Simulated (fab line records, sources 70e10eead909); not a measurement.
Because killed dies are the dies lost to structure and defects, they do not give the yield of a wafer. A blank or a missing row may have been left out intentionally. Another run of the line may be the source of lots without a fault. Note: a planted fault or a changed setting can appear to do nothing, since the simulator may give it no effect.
The tool behind it: which one? || flow nandHarc || Sampling: 12 lots, 36 wafers, 5 of 1302 route steps

== WHAT THE GAUGES READ, wafer by wafer ==
NHARC_A_CONTACT_INSPECT_23. Usual: rawDefectCount reads 523 (standard deviation 150).
{"lot": "L410", "measured": "day 23 02:04", "on": "defectInspect-01", "rawDefectCount": "555 396 440", "flag": ""}
{"lot": "L412", "measured": "day 23 07:36", "on": "defectInspect-01", "rawDefectCount": "357 560 350", "flag": ""}
{"lot": "L413", "measured": "day 23 18:13", "on": "defectInspect-02", "rawDefectCount": "548 538 620", "flag": ""}
{"lot": "L415", "measured": "day 25 02:14", "on": "defectInspect-01", "rawDefectCount": "588 407 688", "flag": ""}
{"lot": "L417", "measured": "day 25 09:07", "on": "defectInspect-02", "rawDefectCount": "336 331 397", "flag": ""}
{"lot": "L420", "measured": "day 26 18:40", "on": "defectInspect-01", "rawDefectCount": "409 310 395", "flag": ""}
{"lot": "L419", "measured": "day 26 19:20", "on": "defectInspect-01", "rawDefectCount": "611 523 411", "flag": ""}
{"lot": "L427", "measured": "day 30 10:58", "on": "defectInspect-02", "rawDefectCount": "585 446 475", "flag": ""}
{"lot": "L431", "measured": "day 30 19:31", "on": "defectInspect-01", "rawDefectCount": "268 293 303", "flag": ""}
{"lot": "L429", "measured": "day 31 01:46", "on": "defectInspect-02", "rawDefectCount": "518 1001 576", "flag": ""}
{"lot": "L432", "measured": "day 31 21:07", "on": "defectInspect-02", "rawDefectCount": "548 544 617", "flag": ""}
{"lot": "L433", "measured": "day 32 15:57", "on": "defectInspect-01", "rawDefectCount": "630 569 645", "flag": ""}

NHARC_END_SORT_01. Usual: killedAtArray 59, standard deviation 24; killedAtOther 0.7, standard deviation 1.2; killedAtPeriphery 3.5, standard deviation 2.6; killedDies 63, standard deviation 24; killedOpen 3.2, standard deviation 2.1; killedShort 2.4, standard deviation 1.5.
{"lot": "L419", "measured": "day 28 20:40", "on": "prober-01", "killedAtArray": "60 63 60", "killedAtOther": "3 0 0", "killedAtPeriphery": "3 1 3", "killedDies": "66 64 63", "killedOpen": "1 4 3", "killedShort": "2 1 1", "flag": ""}

== WHAT TOOL EACH LOT RAN ON (gives the tool, then ch and the chambers of the sampled wafers, and finally the start) ==
{"lot": "L410", "NHARC_A_BLC_DESCUM_15": "rieDiel-06 ch 0,1, day 23 02:38", "NHARC_A_BLC_STRIP_22": "wetBench-03 ch 0,1,7, day 23 03:56", "NHARC_A_BLC_ALD_23": "aldMetal-03 ch 0,2,3, day 23 04:29"}
{"lot": "L412", "NHARC_A_BLC_DESCUM_15": "rieDiel-09 ch 2,3, day 23 08:18", "NHARC_A_BLC_STRIP_22": "wetBench-05 ch 1,4,6, day 23 09:35", "NHARC_A_BLC_ALD_23": "aldMetal-02 ch 1,2,3, day 23 10:08"}
{"lot": "L413", "NHARC_A_BLC_DESCUM_15": "rieDiel-06 ch 0,2, day 23 18:54", "NHARC_A_BLC_STRIP_22": "wetBench-05 ch 1,3,7, day 23 20:12", "NHARC_A_BLC_ALD_23": "aldMetal-02 ch 2,3, day 23 20:44"}
{"lot": "L415", "NHARC_A_BLC_DESCUM_15": "rieDiel-06 ch 1,2, day 25 02:55", "NHARC_A_BLC_STRIP_22": "wetBench-03 ch 1,3,4, day 25 04:13", "NHARC_A_BLC_ALD_23": "aldMetal-01 ch 1,2,3, day 25 04:47"}
{"lot": "L417", "NHARC_A_BLC_DESCUM_15": "rieDiel-09 ch 0,1,2, day 25 09:49", "NHARC_A_BLC_STRIP_22": "wetBench-06 ch 0,1,6, day 25 11:07", "NHARC_A_BLC_ALD_23": "aldMetal-01 ch 0,2,3, day 25 11:37"}
{"lot": "L420", "NHARC_A_BLC_DESCUM_15": "rieDiel-01 ch 0,2,3, day 26 19:14", "NHARC_A_BLC_STRIP_22": "wetBench-06 ch 3,5,7, day 26 20:32", "NHARC_A_BLC_ALD_23": "aldMetal-01 ch 0,1,3, day 26 21:05"}
{"lot": "L419", "NHARC_A_BLC_DESCUM_15": "rieDiel-06 ch 1,2,3, day 26 20:01", "NHARC_A_BLC_STRIP_22": "wetBench-03 ch 2,4,5, day 26 21:23", "NHARC_A_BLC_ALD_23": "aldMetal-03 ch 1,2,3, day 26 21:53"}
{"lot": "L427", "NHARC_A_BLC_DESCUM_15": "rieDiel-06 ch 1,2, day 30 11:32", "NHARC_A_BLC_STRIP_22": "wetBench-05 ch 2,6,7, day 30 12:52", "NHARC_A_BLC_ALD_23": "aldMetal-03 ch 1,2, day 30 13:22"}
{"lot": "L431", "NHARC_A_BLC_DESCUM_15": "rieDiel-09 ch 1,2,3, day 30 20:14", "NHARC_A_BLC_STRIP_22": "wetBench-06 ch 0,1,6, day 30 21:31", "NHARC_A_BLC_ALD_23": "aldMetal-01 ch 1,2,3, day 30 22:04"}
{"lot": "L429", "NHARC_A_BLC_DESCUM_15": "rieDiel-06 ch 0,3, day 31 02:29", "NHARC_A_BLC_STRIP_22": "wetBench-03 ch 2,3,4, day 31 03:46", "NHARC_A_BLC_ALD_23": "aldMetal-01 ch 1,3, day 31 04:17"}
{"lot": "L432", "NHARC_A_BLC_DESCUM_15": "rieDiel-09 ch 1,2,3, day 31 21:48", "NHARC_A_BLC_STRIP_22": "wetBench-05 ch 1,5,6, day 31 23:05", "NHARC_A_BLC_ALD_23": "aldMetal-02 ch 1,2,3, day 31 23:36"}
{"lot": "L433", "NHARC_A_BLC_DESCUM_15": "rieDiel-09 ch 0,1,3, day 32 16:39", "NHARC_A_BLC_STRIP_22": "wetBench-06 ch 1,3,7, day 32 18:10", "NHARC_A_BLC_ALD_23": "aldMetal-01 ch 0,2, day 32 18:42"}
- NHARC_A_BLC_DESCUM_15: chemistry O2, time 3 s.
- NHARC_A_BLC_STRIP_22: strips in post etch residue remover, time 600 s.
- NHARC_A_BLC_ALD_23: deposits TiN, target thk 3 nm, pulse time 1 s, ald cycles 150.

== WHAT THE TOOLS THEMSELVES READ (means of the sampled wafers that have a number; where no wafer has one, the mark that the record gives instead) ==
NHARC_A_BLC_DESCUM_15. Usual: drypumpMotorCurrentA 5.3 A, standard deviation 0.38; o2FlowSccm 200.0 sccm, standard deviation 0.58; oesProductAu 0.997 a.u., standard deviation 0.01; rfVppV 57.9 V, standard deviation 0.95; showerheadPlenumPTorr 1.90 Torr, standard deviation 0.093; throttleValvePct 11.312 %, standard deviation 0.0093.
{"lot": "L410", "tool": "rieDiel-06", "drypumpMotorCurrentA (A)": 5.3, "o2FlowSccm (sccm)": 199.8, "oesProductAu (a.u.)": 0.993, "rfVppV (V)": 58.7, "showerheadPlenumPTorr (Torr)": 1.79, "throttleValvePct (%)": 11.314, "flag": ""}
{"lot": "L412", "tool": "rieDiel-09", "drypumpMotorCurrentA (A)": 5.3, "o2FlowSccm (sccm)": 200.2, "oesProductAu (a.u.)": 0.998, "rfVppV (V)": 58.2, "showerheadPlenumPTorr (Torr)": 1.92, "throttleValvePct (%)": 11.312, "flag": ""}
{"lot": "L413", "tool": "rieDiel-06", "drypumpMotorCurrentA (A)": 5.4, "o2FlowSccm (sccm)": 200.1, "oesProductAu (a.u.)": 1.011, "rfVppV (V)": 57.8, "showerheadPlenumPTorr (Torr)": 1.89, "throttleValvePct (%)": 11.305, "flag": ""}
{"lot": "L415", "tool": "rieDiel-06", "drypumpMotorCurrentA (A)": 5.5, "o2FlowSccm (sccm)": 200.4, "oesProductAu (a.u.)": 0.991, "rfVppV (V)": 56.4, "showerheadPlenumPTorr (Torr)": 1.82, "throttleValvePct (%)": 11.314, "flag": ""}
{"lot": "L417", "tool": "rieDiel-09", "drypumpMotorCurrentA (A)": 5.0, "o2FlowSccm (sccm)": 200.1, "oesProductAu (a.u.)": 0.997, "rfVppV (V)": 58.0, "showerheadPlenumPTorr (Torr)": 1.95, "throttleValvePct (%)": 11.309, "flag": ""}
{"lot": "L420", "tool": "rieDiel-01", "drypumpMotorCurrentA (A)": 5.5, "o2FlowSccm (sccm)": 200.2, "oesProductAu (a.u.)": 0.993, "rfVppV (V)": 58.3, "showerheadPlenumPTorr (Torr)": 1.93, "throttleValvePct (%)": 11.318, "flag": ""}
{"lot": "L419", "tool": "rieDiel-06", "drypumpMotorCurrentA (A)": 5.5, "o2FlowSccm (sccm)": 200.1, "oesProductAu (a.u.)": 1.001, "rfVppV (V)": 57.7, "showerheadPlenumPTorr (Torr)": 1.81, "throttleValvePct (%)": 11.311, "flag": ""}
{"lot": "L427", "tool": "rieDiel-06", "drypumpMotorCurrentA (A)": 5.5, "o2FlowSccm (sccm)": 199.6, "oesProductAu (a.u.)": 1.008, "rfVppV (V)": 57.8, "showerheadPlenumPTorr (Torr)": 1.86, "throttleValvePct (%)": 11.314, "flag": ""}
{"lot": "L431", "tool": "rieDiel-09", "drypumpMotorCurrentA (A)": 5.3, "o2FlowSccm (sccm)": 199.4, "oesProductAu (a.u.)": 1.000, "rfVppV (V)": 58.4, "showerheadPlenumPTorr (Torr)": 1.91, "throttleValvePct (%)": 11.309, "flag": ""}
{"lot": "L429", "tool": "rieDiel-06", "drypumpMotorCurrentA (A)": 5.4, "o2FlowSccm (sccm)": 199.6, "oesProductAu (a.u.)": 0.999, "rfVppV (V)": 57.3, "showerheadPlenumPTorr (Torr)": 1.79, "throttleValvePct (%)": 11.313, "flag": ""}
{"lot": "L432", "tool": "rieDiel-09", "drypumpMotorCurrentA (A)": 5.3, "o2FlowSccm (sccm)": 199.4, "oesProductAu (a.u.)": 0.989, "rfVppV (V)": 58.3, "showerheadPlenumPTorr (Torr)": 1.91, "throttleValvePct (%)": 11.304, "flag": ""}
{"lot": "L433", "tool": "rieDiel-09", "drypumpMotorCurrentA (A)": 5.4, "o2FlowSccm (sccm)": 199.4, "oesProductAu (a.u.)": 0.999, "rfVppV (V)": 57.5, "showerheadPlenumPTorr (Torr)": 1.90, "throttleValvePct (%)": 11.317, "flag": ""}

NHARC_A_BLC_STRIP_22. Usual: bathHeatDutyPct 13.3 %, standard deviation 1.9; runLengthS 603.1 s, standard deviation 1.2.
{"lot": "L410", "tool": "wetBench-03", "bathHeatDutyPct (%)": 13.4, "runLengthS (s)": 604.0, "flag": ""}
{"lot": "L412", "tool": "wetBench-05", "bathHeatDutyPct (%)": 12.4, "runLengthS (s)": 603.1, "flag": ""}
{"lot": "L413", "tool": "wetBench-05", "bathHeatDutyPct (%)": 12.7, "runLengthS (s)": 602.8, "flag": ""}
{"lot": "L415", "tool": "wetBench-03", "bathHeatDutyPct (%)": 13.9, "runLengthS (s)": 604.4, "flag": ""}
{"lot": "L417", "tool": "wetBench-06", "bathHeatDutyPct (%)": 12.8, "runLengthS (s)": 602.2, "flag": ""}
{"lot": "L420", "tool": "wetBench-06", "bathHeatDutyPct (%)": "-", "runLengthS (s)": "-", "flag": "OFF"}
{"lot": "L419", "tool": "wetBench-03", "bathHeatDutyPct (%)": "-", "runLengthS (s)": "-", "flag": "OFF"}
{"lot": "L427", "tool": "wetBench-05", "bathHeatDutyPct (%)": 13.7, "runLengthS (s)": 602.9, "flag": ""}
{"lot": "L431", "tool": "wetBench-06", "bathHeatDutyPct (%)": 13.5, "runLengthS (s)": 602.5, "flag": ""}
{"lot": "L429", "tool": "wetBench-03", "bathHeatDutyPct (%)": 11.9, "runLengthS (s)": 604.6, "flag": ""}
{"lot": "L432", "tool": "wetBench-05", "bathHeatDutyPct (%)": 13.5, "runLengthS (s)": 602.5, "flag": ""}
{"lot": "L433", "tool": "wetBench-06", "bathHeatDutyPct (%)": 16.0, "runLengthS (s)": 602.3, "flag": ""}

NHARC_A_BLC_ALD_23. Usual: heaterPowerW 1097 W, standard deviation 81; precursorPulseHeightRel 1.002, standard deviation 0.02.
{"lot": "L410", "tool": "aldMetal-03", "heaterPowerW (W)": 1094, "precursorPulseHeightRel": 0.998, "flag": ""}
{"lot": "L412", "tool": "aldMetal-02", "heaterPowerW (W)": 1109, "precursorPulseHeightRel": 1.004, "flag": ""}
{"lot": "L413", "tool": "aldMetal-02", "heaterPowerW (W)": 1198, "precursorPulseHeightRel": 0.995, "flag": ""}
{"lot": "L415", "tool": "aldMetal-01", "heaterPowerW (W)": 1076, "precursorPulseHeightRel": 1.008, "flag": ""}
{"lot": "L417", "tool": "aldMetal-01", "heaterPowerW (W)": 1039, "precursorPulseHeightRel": 1.001, "flag": ""}
{"lot": "L420", "tool": "aldMetal-01", "heaterPowerW (W)": 1077, "precursorPulseHeightRel": 1.016, "flag": ""}
{"lot": "L419", "tool": "aldMetal-03", "heaterPowerW (W)": 1127, "precursorPulseHeightRel": 1.001, "flag": ""}
{"lot": "L427", "tool": "aldMetal-03", "heaterPowerW (W)": 1163, "precursorPulseHeightRel": 0.997, "flag": ""}
{"lot": "L431", "tool": "aldMetal-01", "heaterPowerW (W)": 1053, "precursorPulseHeightRel": 0.995, "flag": ""}
{"lot": "L429", "tool": "aldMetal-01", "heaterPowerW (W)": 1054, "precursorPulseHeightRel": 1.013, "flag": ""}
{"lot": "L432", "tool": "aldMetal-02", "heaterPowerW (W)": 1106, "precursorPulseHeightRel": 0.984, "flag": ""}
{"lot": "L433", "tool": "aldMetal-01", "heaterPowerW (W)": 1072, "precursorPulseHeightRel": 0.995, "flag": ""}

== THE ANSWER, worked out from the rows above alone ==
Rule: a lot is off if the mean of its wafers that have a number lies more than 3 standard deviations from the usual mean. Also off: a lot with no number at a reading for which 4 or more lots have one. Any other lot the step has rows for is counted as sound. The gauges are gone through in route order, then the tools' own readings, and for those a lot's mean is taken as printed above. The first step at which some lot is off is used, and at that step the reading that is off furthest; a lot without a number counts as furthest.
Off, at NHARC_A_BLC_STRIP_22 on bathHeatDutyPct: L420, L419. Without a number there: L420, L419.
If a tool, at that step or one of the process steps before it, ran each lot that is off and ran no sound lot following the first of them, it fits. None of those tried fits.

== WHAT THE SIMULATOR HAD INSERTED ==
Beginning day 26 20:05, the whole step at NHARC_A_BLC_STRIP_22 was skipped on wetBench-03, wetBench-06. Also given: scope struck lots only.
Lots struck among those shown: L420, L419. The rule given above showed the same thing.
